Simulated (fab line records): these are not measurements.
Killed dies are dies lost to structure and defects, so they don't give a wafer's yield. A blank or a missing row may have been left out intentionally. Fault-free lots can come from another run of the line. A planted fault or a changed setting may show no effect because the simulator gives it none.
fab line records | flow n5-finfet
record lots=5 | wafers=14 | last-day=15
route steps=1938 shown BEOL_M8@1341 PASSIVATION@1936
lots untouched by any fault: they come from a run of this same line in which no faults occurred
start-h: start of the lot's first displayed wafer, in hours after the record's first day | wait-h: time in hours since the lot's previous step | " identical to the entry in the row above | L1.1+2: several wafers, shown together as one row | - either no value or no given start | * or withheld: withheld | < > ~ a bound
route shown NAME@n: NAME is a module with steps in the file, n the number in the route of the first one | usual: mean/standard deviation of fault-free wafers | same: alike in all rows | chamber/n: place in a boat | sites: each site's reading | _std_site: the values' standard deviation | _edge_site: outer sites' mean less inner sites' | radius-mm: for every site, how far away it sits from the centre of the wafer | mask NAME#n: copy n | behind: tool/chamber where the wafer was last shaped | hold: the reason the lot was held/the length of the hold in hours/how it ended | device: transistor that didn't switch, given as n, p or np | end of line: the same wafers' tests at the end of the route | step lacking rows: just its recipe | killed: count of dies lost to structure and defects at first sort (not the wafer's yield) | map: dies across one wafer; x = killed, . = not, _ = none there
set.NAME: the run value of the setting; set.NAME@STEP: its run value at that earlier step | model.NAME: the simulator's own value behind a step, which no gauge read
lots at selected steps of the route; one table per step, one row per wafer
services: from which hour (start-h, from the record's first day; less than 0 if before it) a tool's chamber was out of use, for how many hours, and why
## steps
# step N5_BEOL_M8_SOFTBAKE_06
# recipe temp-c=110 | time-s=60 | resist=CAR-ArF
# step N5_BEOL_M8_EXPOSE_08
# recipe mask-id=M8 | na=1.35 | source-shape=dipole | sigma-inner=0.817 | sigma-outer=0.97 | polarization=te | dose-mj=68.25
# step N5_BEOL_M8_PEB_09
# recipe peb-temp-c=withheld | peb-time-s=60 | resist=CAR-ArF
# step N5_BEOL_M8_DEVELOP_10
# recipe develop-time-s=30 | developer=TMAH | resist=CAR-ArF | rinse-liquid=diw | dry=air-spin | dev-temp-c=23
# step N5_BEOL_M8_CD_MEAS_11
# recipe target-cd-nm=38.5 | landing-energy-ev=500 | detector=se-inlens | polarity=opening
# usual cd-nm=38.3/0.36
lot.wafer | tool      | chamber | start-h | wait-h | cd-nm
L935.2    | cd-sem-02 | 0       | 199.51  | -      | 38.6
L935.3    | "         | 0       | "       | "      | 38.4
L935.6    | "         | 0       | "       | "      | 37.9
L937.1    | cd-sem-02 | 0       | 212.28  | -      | 37.9
L937.2    | "         | 0       | "       | "      | 38.5
L937.5    | "         | 0       | "       | "      | 38.7
L943.2    | cd-sem-02 | 0       | 260.51  | -      | 37.9
L943.3    | "         | 0       | "       | "      | 38.5
L951.1    | cd-sem-03 | 0       | 292.92  | -      | 37.8
L951.3    | "         | 0       | "       | "      | 37.7
L951.4    | "         | 0       | "       | "      | 38.1
L952.2    | cd-sem-03 | 0       | 298.70  | -      | 38.3
L952.3    | "         | 0       | "       | "      | 38.5
L952.5    | "         | 0       | "       | "      | 38.6
# step N5_BEOL_M8_OVL_MEAS_12
# recipe points-per-wafer=44
# usual M8_OVL=-0.4/0.71
lot.wafer | tool       | chamber | start-h | wait-h | M8_OVL[nm]
L935.2    | overlay-01 | 0       | 199.54  | 0.0    | -0.2
L935.3    | "          | 0       | "       | "      | 0.3
L935.6    | "          | 0       | "       | "      | -0.2
L937.1    | overlay-01 | 0       | 212.31  | 0.0    | 0.4
L937.2    | "          | 0       | "       | "      | 0.9
L937.5    | "          | 0       | "       | "      | 0.1
L943.2    | overlay-02 | 0       | 260.54  | 0.0    | -0.7
L943.3    | "          | 0       | "       | "      | -0.9
L951.1    | overlay-02 | 0       | 292.95  | 0.0    | 0.3
L951.3    | "          | 0       | "       | "      | 0.8
L951.4    | "          | 0       | "       | "      | 0.0
L952.2    | overlay-02 | 0       | 298.73  | 0.0    | 0.1
L952.3    | "          | 0       | "       | "      | 0.1
L952.5    | "          | 0       | "       | "      | 0.4
# step N5_BEOL_M8_INSPECT_13
# recipe mode=adi | inspect-instrument=brightfield
# usual raw-defect-count=384/94
lot.wafer | tool              | chamber | start-h | wait-h | raw-defect-count
L935.2    | defect-inspect-02 | -       | 199.56  | 0.0    | 464
L935.3    | "                 | -       | "       | "      | 532
L935.6    | "                 | -       | "       | "      | 447
L937.1    | defect-inspect-01 | -       | 212.33  | 0.0    | 424
L937.2    | "                 | -       | "       | "      | 342
L937.5    | "                 | -       | "       | "      | 250
L943.2    | defect-inspect-02 | -       | 260.56  | 0.0    | 508
L943.3    | "                 | -       | "       | "      | 658
L951.1    | defect-inspect-02 | -       | 292.97  | 0.0    | 572
L951.3    | "                 | -       | "       | "      | 456
L951.4    | "                 | -       | "       | "      | 418
L952.2    | defect-inspect-02 | -       | 298.75  | 0.0    | 357
L952.3    | "                 | -       | "       | "      | 440
L952.5    | "                 | -       | "       | "      | 290
# step N5_BEOL_M8_DESCUM_16
# recipe chemistry=O2 | time-s=7.9 | source-power-w=50 | bias-power-w=20 | pressure-mtorr=20 | rf-frequency-hz=2.712e+07 | temp-c=40 | resist=CAR-ArF | o2-flow-sccm=225
# usual drypump-motor-current-A=5.6/0.51 | oes-product-au=0.82/0.081 | rf-vpp-V=243.2/1.2 | showerhead-plenum-p-Torr=2.09/0.056 | throttle-valve-pct=20.34/0.19
lot.wafer | tool        | chamber | start-h | wait-h | drypump-motor-current-A | oes-product-au | rf-hours-counter-h | rf-vpp-V | showerhead-plenum-p-Torr | throttle-valve-pct
L935.2    | rie-diel-06 | 2       | 199.63  | 0.1    | 6.1                     | 0.85           | 49                 | 243.6    | 2.04                     | 20.37
L935.3    | "           | 1       | "       | "      | 5.3                     | 0.89           | 19                 | 244.9    | 2.14                     | 20.44
L935.6    | "           | 0       | "       | "      | 5.8                     | 0.72           | -                  | 242.8    | 2.06                     | 20.32
L937.1    | rie-diel-06 | 0       | 212.57  | 0.2    | 5.8                     | 0.70           | 216                | 242.2    | 2.06                     | 20.33
L937.2    | "           | 1       | "       | "      | 5.3                     | 0.89           | 23                 | 243.0    | 2.14                     | 20.42
L937.5    | "           | 2       | "       | "      | 6.1                     | 0.84           | -                  | 243.5    | 2.04                     | 20.37
L943.2    | rie-diel-04 | 0       | 260.60  | 0.0    | 6.2                     | 0.81           | 87                 | 242.2    | 2.12                     | 19.97
L943.3    | "           | 3       | "       | "      | 5.5                     | 0.77           | 144                | 242.7    | 2.10                     | 20.47
L951.1    | rie-diel-04 | 0       | 293.12  | 0.1    | 6.3                     | 0.79           | 101                | 244.0    | 2.11                     | 19.98
L951.3    | "           | 3       | "       | "      | 5.5                     | 0.75           | 157                | 242.4    | 2.09                     | 20.48
L951.4    | "           | 3       | "       | "      | 5.5                     | 0.75           | -                  | 243.2    | 2.09                     | 20.49
L952.2    | rie-diel-02 | 3       | 298.79  | 0.0    | 5.9                     | 0.85           | 77                 | 246.3    | 2.20                     | 20.18
L952.3    | "           | 0       | "       | "      | 5.0                     | 0.87           | 34                 | 243.1    | 2.22                     | 20.32
L952.5    | "           | 0       | "       | "      | 5.0                     | 0.88           | -                  | 245.3    | 2.22                     | 20.30
# step N5_BEOL_M8_ETCH_61
# recipe chemistry=CF4 | target=SiARC | target-depth-a=455 | mask-material=CAR-ArF | time-s=75.8 | ion-energy-ev=80 | pressure-mtorr=40 | source-w=545 | bias-w=36 | Ar_flow_sccm=100 | cf4-flow-sccm=100 | ends=cleared
# usual drypump-motor-current-A=5.6/0.51 | etch-rf-on-time-s=75.4/1.4 | oes-product-au=0.70/0.07 | rf-vpp-V=184.1/1 | showerhead-plenum-p-Torr=2.14/0.056 | throttle-valve-pct=15.52/0.18
lot.wafer | tool        | chamber | start-h | wait-h | drypump-motor-current-A | etch-rf-on-time-s | oes-product-au | rf-hours-counter-h | rf-vpp-V | showerhead-plenum-p-Torr | throttle-valve-pct
L935.2    | rie-diel-06 | 2       | 199.66  | 0.0    | 6.1                     | 77.3              | 0.71           | 49                 | 183.3    | 2.09                     | 15.48
L935.3    | "           | 1       | "       | "      | 5.3                     | 75.7              | 0.77           | 19                 | 184.9    | 2.18                     | 15.53
L935.6    | "           | 0       | "       | "      | 5.8                     | 74.5              | 0.60           | -                  | 185.1    | 2.12                     | 15.66
L937.1    | rie-diel-06 | 0       | 212.60  | 0.0    | 5.8                     | 74.6              | 0.61           | 216                | 184.6    | 2.12                     | 15.67
L937.2    | "           | 1       | "       | "      | 5.3                     | 77.0              | 0.75           | 23                 | 184.6    | 2.18                     | 15.54
L937.5    | "           | 2       | "       | "      | 6.0                     | 75.9              | 0.71           | -                  | 182.0    | 2.09                     | 15.49
L943.2    | rie-diel-04 | 0       | 260.63  | 0.0    | 6.2                     | 75.6              | 0.68           | 87                 | 184.1    | 2.17                     | 15.19
L943.3    | "           | 3       | "       | "      | 5.5                     | 75.3              | 0.65           | 144                | 182.7    | 2.14                     | 15.66
L951.1    | rie-diel-04 | 0       | 293.15  | 0.0    | 6.3                     | 75.0              | 0.67           | 101                | 185.1    | 2.16                     | 15.23
L951.3    | "           | 3       | "       | "      | 5.5                     | 74.8              | 0.64           | 157                | 183.8    | 2.14                     | 15.67
L951.4    | "           | 3       | "       | "      | 5.5                     | 75.3              | 0.64           | -                  | 183.4    | 2.14                     | 15.68
L952.2    | rie-diel-02 | 3       | 298.82  | 0.0    | 5.9                     | 74.5              | 0.72           | 77                 | 186.6    | 2.25                     | 15.39
L952.3    | "           | 0       | "       | "      | 5.0                     | 76.1              | 0.74           | 34                 | 185.3    | 2.27                     | 15.50
L952.5    | "           | 0       | "       | "      | 5.0                     | 76.3              | 0.74           | -                  | 185.6    | 2.27                     | 15.52
# step N5_BEOL_M8_ETCH_62
# recipe chemistry=N2/H2 | target=SOC | target-depth-a=1100 | overetch-a=220 | mask-material=SiARC | temp-c=40 | time-s=165 | ion-energy-ev=200 | pressure-mtorr=30 | source-w=840 | bias-w=150 | n2-flow-sccm=200 | h2-flow-sccm=200
# usual drypump-motor-current-A=5.6/0.51 | oes-product-au=0.69/0.066 | rf-vpp-V=523.9/2.1 | showerhead-plenum-p-Torr=2.55/0.067 | throttle-valve-pct=17.77/0.2
lot.wafer | tool        | chamber | start-h | wait-h | drypump-motor-current-A | oes-product-au | rf-hours-counter-h | rf-vpp-V | showerhead-plenum-p-Torr | throttle-valve-pct
L935.2    | rie-diel-06 | 2       | 199.72  | 0.0    | 6.1                     | 0.71           | 49                 | 521.3    | 2.48                     | 17.73
L935.3    | "           | 1       | "       | "      | 5.3                     | 0.77           | 19                 | 524.4    | 2.60                     | 17.73
L935.6    | "           | 0       | "       | "      | 5.8                     | 0.60           | -                  | 523.6    | 2.52                     | 17.86
L937.1    | rie-diel-06 | 0       | 212.66  | 0.0    | 5.8                     | 0.60           | 216                | 521.7    | 2.52                     | 17.88
L937.2    | "           | 1       | "       | "      | 5.3                     | 0.75           | 23                 | 524.5    | 2.60                     | 17.75
L937.5    | "           | 2       | "       | "      | 6.1                     | 0.71           | -                  | 523.4    | 2.48                     | 17.76
L943.2    | rie-diel-04 | 0       | 260.69  | 0.0    | 6.3                     | 0.68           | 87                 | 523.2    | 2.57                     | 17.34
L943.3    | "           | 3       | "       | "      | 5.5                     | 0.65           | 144                | 524.8    | 2.54                     | 17.90
L951.1    | rie-diel-04 | 0       | 293.21  | 0.0    | 6.2                     | 0.66           | 101                | 524.5    | 2.56                     | 17.35
L951.3    | "           | 3       | "       | "      | 5.5                     | 0.63           | 157                | 522.9    | 2.54                     | 17.94
L951.4    | "           | 3       | "       | "      | 5.5                     | 0.63           | -                  | 523.9    | 2.54                     | 17.92
L952.2    | rie-diel-02 | 3       | 298.88  | 0.0    | 5.9                     | 0.71           | 77                 | 528.5    | 2.69                     | 17.66
L952.3    | "           | 0       | "       | "      | 5.0                     | 0.73           | 34                 | 527.7    | 2.70                     | 17.69
L952.5    | "           | 0       | "       | "      | 5.0                     | 0.74           | -                  | 528.6    | 2.70                     | 17.70
# step N5_BEOL_M8_STRIP_68
# recipe chemistry=N2/H2 | temp-c=40 | n2-flow-sccm=200 | h2-flow-sccm=200 | rf-frequency-hz=6e+07
# step N5_BEOL_M8_STRIP_67
# recipe chemistry=CF4 | resist=SiARC | power-w=300 | bias-power-w=75 | pressure-mtorr=50 | cf4-flow-sccm=150 | rf-frequency-hz=6e+07
# usual drypump-motor-current-A=5.6/0.51 | oes-product-au=0.82/0.078 | rf-vpp-V=271.2/1.4 | showerhead-plenum-p-Torr=1.79/0.047 | throttle-valve-pct=13.48/0.2
lot.wafer | tool        | chamber | start-h | wait-h | drypump-motor-current-A | oes-product-au | rf-hours-counter-h | rf-vpp-V | showerhead-plenum-p-Torr | throttle-valve-pct
L935.2    | rie-diel-06 | 2       | 199.86  | 0.0    | 6.1                     | 0.85           | 49                 | 271.3    | 1.74                     | 13.43
L935.3    | "           | 1       | "       | "      | 5.3                     | 0.89           | 19                 | 271.7    | 1.83                     | 13.44
L935.6    | "           | 0       | "       | "      | 5.8                     | 0.71           | -                  | 269.3    | 1.77                     | 13.66
L937.1    | rie-diel-06 | 0       | 212.80  | 0.0    | 5.8                     | 0.71           | 216                | 271.0    | 1.77                     | 13.68
L937.2    | "           | 1       | "       | "      | 5.3                     | 0.89           | 23                 | 273.2    | 1.83                     | 13.46
L937.5    | "           | 2       | "       | "      | 6.1                     | 0.84           | -                  | 269.1    | 1.74                     | 13.43
L943.2    | rie-diel-04 | 0       | 260.83  | 0.0    | 6.3                     | 0.80           | 87                 | 271.5    | 1.81                     | 13.16
L943.3    | "           | 3       | "       | "      | 5.5                     | 0.76           | 144                | 270.7    | 1.79                     | 13.61
L951.1    | rie-diel-04 | 0       | 293.36  | 0.0    | 6.2                     | 0.78           | 101                | 269.5    | 1.81                     | 13.18
L951.3    | "           | 3       | "       | "      | 5.5                     | 0.74           | 157                | 269.5    | 1.79                     | 13.65
L951.4    | "           | 3       | "       | "      | 5.5                     | 0.74           | -                  | 271.6    | 1.79                     | 13.65
L952.2    | rie-diel-02 | 3       | 299.02  | 0.0    | 5.9                     | 0.84           | 77                 | 272.1    | 1.89                     | 13.39
L952.3    | "           | 0       | "       | "      | 5.0                     | 0.88           | 34                 | 275.7    | 1.90                     | 13.42
L952.5    | "           | 0       | "       | "      | 5.0                     | 0.87           | -                  | 273.3    | 1.90                     | 13.42
# step N5_BEOL_M8_HM_OPEN_17
# recipe chemistry=Cl2/BCl3 | target-depth-a=200 | overetch-a=60 | target=TiN | mask-material=SOC | ion-energy-ev=150 | pressure-mtorr=10 | icp-w=1000 | bias-w=126 | Cl2_flow_sccm=53.25 | bcl3-flow-sccm=21.75 | Ar_flow_sccm=25
# usual drypump-motor-current-A=6.01/0.26 | oes-product-au=0.65/0.097 | throttle-valve-pct=22.22/0.16
lot.wafer | tool         | chamber | start-h | wait-h | drypump-motor-current-A | oes-product-au | rf-hours-counter-h | throttle-valve-pct | model.SOC_of_BEOL_M8_COAT_59.thk-nm | model.BEOL_M8.cd-offset-nm
L935.2    | rie-metal-03 | 0       | 199.90  | 0.0    | 5.76                    | 0.51           | 128                | 22.69              | 92.6                                | 0
L935.3    | "            | 1       | "       | "      | 6.13                    | 0.72           | -                  | 22.00              | 92.2                                | 0.2
L935.6    | "            | 1       | "       | "      | 6.12                    | 0.72           | -                  | 22.02              | 92                                  | -0.4
L937.1    | rie-metal-01 | 0       | 212.84  | 0.0    | 6.38                    | 0.66           | 41                 | 22.20              | 92.2                                | -0.8
L937.2    | "            | 1       | "       | "      | 5.73                    | 0.55           | 99                 | 22.15              | 92.4                                | 0.4
L937.5    | "            | 0       | "       | "      | 6.40                    | 0.66           | -                  | 22.22              | 92                                  | -0.2
L943.2    | rie-metal-01 | 1       | 260.88  | 0.0    | 5.73                    | 0.54           | 105                | 22.17              | 87.6                                | 0.4
L943.3    | "            | 1       | "       | "      | 5.73                    | 0.53           | -                  | 22.16              | 87.4                                | 0.8
L951.1    | rie-metal-03 | 0       | 293.40  | 0.0    | 5.80                    | 0.81           | 5                  | 22.36              | 92                                  | -0.4
L951.3    | "            | 0       | "       | "      | 5.79                    | 0.81           | -                  | 22.37              | 92.2                                | -0.6
L951.4    | "            | 1       | "       | "      | 6.16                    | 0.68           | -                  | 22.04              | 92                                  | -0.2
L952.2    | rie-metal-03 | 1       | 299.06  | 0.0    | 6.13                    | 0.69           | 34                 | 22.04              | 92                                  | 0
L952.3    | "            | 1       | "       | "      | 6.12                    | 0.68           | -                  | 22.03              | 92.2                                | 0.2
L952.5    | "            | 0       | "       | "      | 5.75                    | 0.80           | -                  | 22.37              | 92.4                                | 0
# step N5_BEOL_M8_STRIP_19
# recipe chemistry=O2 | power-w=400 | temp-c=40 | pressure-mtorr=30 | rf-frequency-hz=6e+07 | bias-power-w=0 | overash-fraction=0.2 | o2-flow-sccm=225
# usual drypump-motor-current-A=5.6/0.55 | oes-product-au=0.82/0.077 | rf-vpp-V=3.7/0.63 | showerhead-plenum-p-Torr=2.11/0.057 | throttle-valve-pct=16.57/0.19
lot.wafer | tool        | chamber | start-h | wait-h | drypump-motor-current-A | oes-product-au | rf-hours-counter-h | rf-vpp-V | showerhead-plenum-p-Torr | throttle-valve-pct
L935.2    | rie-diel-04 | 2       | 200.01  | 0.1    | 5.1                     | 0.89           | 49                 | 3.2      | 2.12                     | 16.32
L935.3    | "           | 3       | "       | "      | 5.5                     | 0.79           | 118                | 4.0      | 2.11                     | 16.66
L935.6    | "           | 3       | "       | "      | 5.5                     | 0.78           | -                  | 3.6      | 2.11                     | 16.64
L937.1    | rie-diel-04 | 1       | 213.01  | 0.1    | 5.5                     | 0.70           | 210                | 4.3      | 2.08                     | 16.84
L937.2    | "           | 3       | "       | "      | 5.5                     | 0.77           | 124                | 3.5      | 2.11                     | 16.68
L937.5    | "           | 2       | "       | "      | 5.1                     | 0.89           | -                  | 3.2      | 2.12                     | 16.33
L943.2    | rie-diel-02 | 2       | 260.99  | 0.1    | 4.9                     | 0.77           | 125                | 3.2      | 2.10                     | 16.85
L943.3    | "           | 0       | "       | "      | 5.0                     | 0.91           | 19                 | 2.3      | 2.23                     | 16.52
L951.1    | rie-diel-04 | 2       | 293.51  | 0.1    | 5.1                     | 0.84           | 88                 | 2.8      | 2.11                     | 16.40
L951.3    | "           | 3       | "       | "      | 5.5                     | 0.75           | 157                | 3.9      | 2.09                     | 16.74
L951.4    | "           | 3       | "       | "      | 5.5                     | 0.74           | -                  | 4.0      | 2.10                     | 16.76
L952.2    | rie-diel-02 | 0       | 299.17  | 0.1    | 5.0                     | 0.87           | 34                 | 4.2      | 2.22                     | 16.53
L952.3    | "           | 3       | "       | "      | 5.9                     | 0.85           | 77                 | 3.1      | 2.21                     | 16.44
L952.5    | "           | 3       | "       | "      | 5.9                     | 0.84           | -                  | 4.1      | 2.21                     | 16.44
# step N5_PASSIVATION_PROBE_49
# usual defect-limited-yield=91.3/1.3 | killed_at_M0_to_M3=33/8.9 | killed_at_M4_up=15/5.4 | killed-at-contacts=13/5.8 | killed-at-front-end=39/9.9 | killed-at-other=3.2/2.9 | killed-dies=102/15 | killed-open=68/12 | killed-short=34/7.6 | sort_bin_5_function=5.1/0.89 | sort_bin_6_memory=3.2/0.63 | sort-n-pass=1078/15 | sort-yield-pct=91.3/1.3
# same gross-dies=1180 | killed-at-back-side=0 | sort_bin_4_leakage[%]=0 | sort_bin_8_speed[%]=0
lot.wafer | tool      | chamber | start-h | wait-h | defect-limited-yield[%] | killed_at_M0_to_M3 | killed_at_M4_up | killed-at-contacts | killed-at-front-end | killed-at-other | killed-dies | killed-open | killed-short | sort_bin_5_function[%] | sort_bin_6_memory[%] | sort-n-pass | sort-yield-pct[%]
L937.1    | prober-02 | -       | 286.42  | 0.0    | 91.4                    | 36                 | 12              | 5                  | 43                  | 5               | 101         | 60          | 41           | 5.0                    | 3.1                  | 1079        | 91.4
L937.2    | prober-02 | -       | 286.47  | 0.1    | 91.3                    | 51                 | 9               | 8                  | 34                  | 1               | 103         | 59          | 44           | 5.7                    | 2.6                  | 1077        | 91.3
L937.5    | prober-02 | -       | 286.62  | 0.2    | 91.4                    | 45                 | 13              | 4                  | 37                  | 2               | 101         | 64          | 37           | 5.0                    | 3.3                  | 1079        | 91.4
L943.2    | prober-01 | -       | 331.61  | 0.1    | 92.2                    | 26                 | 21              | 3                  | 40                  | 2               | 92          | 54          | 38           | 4.0                    | 3.5                  | 1088        | 92.2
L943.3    | prober-01 | -       | 331.66  | 0.1    | 91.3                    | 24                 | 17              | 9                  | 50                  | 3               | 103         | 52          | 50           | 4.2                    | 4.2                  | 1077        | 91.3
L951.1    | prober-02 | -       | 364.73  | 0.0    | 89.1                    | 39                 | 12              | 20                 | 55                  | 3               | 129         | 82          | 46           | 6.3                    | 4.2                  | 1051        | 89.1
L951.3    | prober-02 | -       | 364.83  | 0.1    | 89.9                    | 51                 | 13              | 11                 | 44                  | 0               | 119         | 82          | 36           | 6.1                    | 3.7                  | 1061        | 89.9
L951.4    | prober-02 | -       | 364.88  | 0.2    | 92.7                    | 27                 | 10              | 14                 | 35                  | 0               | 86          | 55          | 29           | 4.4                    | 2.6                  | 1094        | 92.7
L952.2    | prober-01 | -       | 369.15  | 0.1    | 89.5                    | 30                 | 13              | 25                 | 54                  | 2               | 124         | 88          | 34           | 7.0                    | 3.4                  | 1056        | 89.5
L952.3    | prober-01 | -       | 369.20  | 0.1    | 90.9                    | 31                 | 12              | 17                 | 47                  | 0               | 107         | 77          | 30           | 5.3                    | 3.5                  | 1073        | 90.9
L952.5    | prober-01 | -       | 369.30  | 0.2    | 90.3                    | 39                 | 13              | 13                 | 48                  | 2               | 115         | 77          | 37           | 6.5                    | 2.9                  | 1065        | 90.3
# killed by level:class
L937.1 FIN_SAQP:geometric-particle:open=7 BEOL_M3:geometric-particle:short=7 BEOL_M2:geometric-particle:open=7 FIN_SAQP:geometric-particle:short=6 DUMMY_GATE:geometric-particle:open=6 BEOL_M1:geometric-particle:open=6 MOL_CONTACT_COAG:geometric-particle:open=5 ILD0:geometric-particle:open=4
L937.2 BEOL_M0_SAQP:geometric-particle:open=13 BEOL_M2:geometric-particle:open=10 BEOL_M0_SAQP:geometric-particle:short=9 DUMMY_GATE:geometric-particle:open=8 MOL_CONTACT_COAG:geometric-particle:open=8 BEOL_M2:geometric-particle:short=6 BEOL_M3:geometric-particle:open=5 STARTING-WAFER:geometric-particle:short=5
L937.5 BEOL_M0_SAQP:geometric-particle:short=16 BEOL_M0_SAQP:geometric-particle:open=13 FIN_SAQP:geometric-particle:open=11 DUMMY_GATE:geometric-particle:open=6 BEOL_M2:geometric-particle:open=6 BEOL_M4:geometric-particle:open=6 FIN_SAQP:geometric-particle:short=5 STI_FIN_REVEAL:geometric-particle:open=5
L943.2 BEOL_M4:geometric-particle:open=7 DUMMY_GATE:geometric-particle:open=6 BEOL_M0:geometric-particle:open=6 FIN_SAQP:geometric-particle:short=5 STI_FIN_REVEAL:geometric-particle:open=5 GATE_CUT:geometric-particle:short=5 FIN_SAQP:geometric-particle:open=4 FIN_CUT:geometric-particle:short=4
L943.3 GATE_CUT:geometric-particle:short=12 FIN_SAQP:geometric-particle:short=10 FIN_SAQP:geometric-particle:open=7 STI_FIN_REVEAL:geometric-particle:open=6 BEOL_M0_SAQP:geometric-particle:open=6 BEOL_M5:geometric-particle:open=6 MOL_CONTACT_COAG:geometric-particle:short=5 BEOL_M0_SAQP:geometric-particle:short=5
L951.1 MOL_CONTACT_COAG:geometric-particle:open=12 FIN_SAQP:geometric-particle:open=10 STI_FIN_REVEAL:geometric-particle:open=10 MOL_CONTACT_COAG:geometric-particle:short=8 GATE_CUT:geometric-particle:short=7 BEOL_M0_SAQP:geometric-particle:short=7 BEOL_M1:geometric-particle:open=7 FIN_SAQP:geometric-particle:short=6
L951.3 BEOL_M3:geometric-particle:open=17 BEOL_M0_SAQP:geometric-particle:short=12 BEOL_M1:geometric-particle:open=9 BEOL_M0_SAQP:geometric-particle:open=9 FIN_SAQP:geometric-particle:short=7 MOL_CONTACT_COAG:geometric-particle:open=7 FIN_SAQP:geometric-particle:open=6 BEOL_M4:geometric-particle:open=6
L951.4 MOL_CONTACT_COAG:geometric-particle:open=12 GATE_CUT:geometric-particle:short=7 BEOL_M1:geometric-particle:open=7 STI_FIN_REVEAL:geometric-particle:open=6 GATE_CUT:geometric-particle:open=6 BEOL_M2:geometric-particle:open=6 BEOL_M1:geometric-particle:short=5 BEOL_M3:geometric-particle:open=4
L952.2 MOL_CONTACT_COAG:geometric-particle:open=23 STI_FIN_REVEAL:geometric-particle:open=9 GATE_CUT:geometric-particle:open=7 GATE_CUT:geometric-particle:short=6 ILD0:geometric-particle:open=6 BEOL_M0_SAQP:geometric-particle:short=6 BEOL_M0_SAQP:geometric-particle:open=6 FIN_SAQP:geometric-particle:open=5
L952.3 BEOL_M0_SAQP:geometric-particle:open=15 MOL_CONTACT_COAG:geometric-particle:open=13 STI_FIN_REVEAL:geometric-particle:open=7 DUMMY_GATE:geometric-particle:open=7 FIN_SAQP:geometric-particle:open=6 ILD0:geometric-particle:open=5 GATE_CUT:geometric-particle:short=5 BEOL_M3:geometric-particle:open=5
L952.5 STI_FIN_REVEAL:geometric-particle:open=11 MOL_CONTACT_COAG:geometric-particle:open=10 BEOL_M2:geometric-particle:open=10 FIN_SAQP:geometric-particle:open=8 FIN_SAQP:geometric-particle:short=8 BEOL_M0_SAQP:geometric-particle:open=8 BEOL_M3:geometric-particle:open=8 BEOL_M0_SAQP:geometric-particle:short=6
## services
tool         | chamber | start-h | hours | kind
rie-diel-02  | 3       | 196.56  | 2.4   | repair
rie-metal-03 | 0       | 201.58  | 16.2  | repair
rie-diel-02  | -       | 217.41  | 0.9   | repair
rie-metal-03 | 0       | 217.91  | -     | clean
rie-metal-03 | 0       | 217.91  | 17.4  | scheduled-down
rie-metal-03 | 0       | 217.91  | 17.4  | vent-cycle
rie-diel-02  | -       | 221.67  | 28.1  | pm
rie-diel-06  | 3       | 240.20  | -     | clean
rie-diel-06  | 3       | 240.20  | -     | consumable-replace:focus-ring
rie-diel-06  | 3       | 240.20  | 19.6  | scheduled-down
rie-diel-06  | 3       | 240.20  | 19.6  | vent-cycle
rie-diel-04  | 1       | 283.96  | 9.8   | repair
rie-diel-06  | 0       | 291.93  | -     | clean
rie-diel-06  | 0       | 291.93  | -     | consumable-replace:focus-ring
rie-diel-06  | 0       | 291.93  | 14.4  | scheduled-down
rie-diel-06  | 0       | 291.93  | 14.4  | vent-cycle
## key
first-sign none at tools or gauges
model-effect step=N5_BEOL_M8_HM_OPEN_17 | value=SOC_of_BEOL_M8_COAT_59.thk-nm | without=92.4 | struck=87.5
met-at N5_BEOL_M8_HM_OPEN_17
struck-wafers L943.2,L943.3
onset-between 212.84 260.88
fault kind=process-parameter-drift | tool=rie-metal-01 | chamber=- | onset-h=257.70 | steps=N5_BEOL_M8_HM_OPEN_17 | channel=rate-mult | offset=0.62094 | shape=step | end-h=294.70 | scope=struck-wafers-only
